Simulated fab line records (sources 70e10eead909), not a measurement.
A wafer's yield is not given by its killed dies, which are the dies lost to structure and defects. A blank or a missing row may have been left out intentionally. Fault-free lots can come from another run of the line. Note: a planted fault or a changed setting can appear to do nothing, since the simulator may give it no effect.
Matching of chambers | flow nand-harc | NHARC_P_CONTACT_DEP_30 on pecvd-03 has 3 sister chambers
The step deposits SiNx, target thk 30 nm. 14 wafers are shown with their chamber, then 7 later ones without.

## WAFERS, EACH WITH ITS CHAMBER
wafer  | chamber | heater-power-w (W)
L661.1 | 1       | 849
L661.3 | 0       | 541
L661.5 | 1       | 854
L662.2 | 0       | 596
L662.4 | 0       | 631
L662.5 | 2       | 625
L663.4 | 1       | 755
L663.5 | 2       | 665
L663.6 | 0       | 647
L667.3 | 1       | 800
L667.5 | 1       | 812
L667.6 | 2       | 629
L670.1 | 1       | 801
L670.4 | 1       | 801

SIGNATURES (means of the wafers above)
reading        | chamber 0 | chamber 1 | chamber 2 | scatter within a chamber
heater-power-w | 603.75    | 810.29    | 639.67    | 36.1
Rule: distance of a wafer from a chamber = root of the sum over the readings of ((wafer's reading minus chamber's mean) / reading's scatter) squared. If the next closest chamber is less than 2 further off than the closest, the wafer can't be placed; otherwise it belongs to the closest. The scatter is the square root of a quotient: the sum, over the shown wafers, of each reading's squared deviation from its chamber's mean, divided by wafers minus chambers.

## WAFERS MISSING THEIR CHAMBER
wafer  | heater-power-w (W)
L670.5 | 611
L674.1 | 612
L674.4 | 866
L674.5 | 623
L683.2 | 560
L683.5 | 596
L683.6 | 815

## EACH ONE'S CHAMBER
wafer  | from the rows above     | in truth
L670.5 | can't be placed: 0 or 2 | 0
L674.1 | can't be placed: 0 or 2 | 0
L674.4 | 1                       | 1
L674.5 | can't be placed: 2 or 0 | 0
L683.2 | can't be placed: 0 or 2 | 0
L683.5 | can't be placed: 0 or 2 | 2
L683.6 | 1                       | 1
Placed correctly: 2 of 7. These rows do not allow placing 5 (true chamber among the candidates in 5). Number placed wrongly: 0.
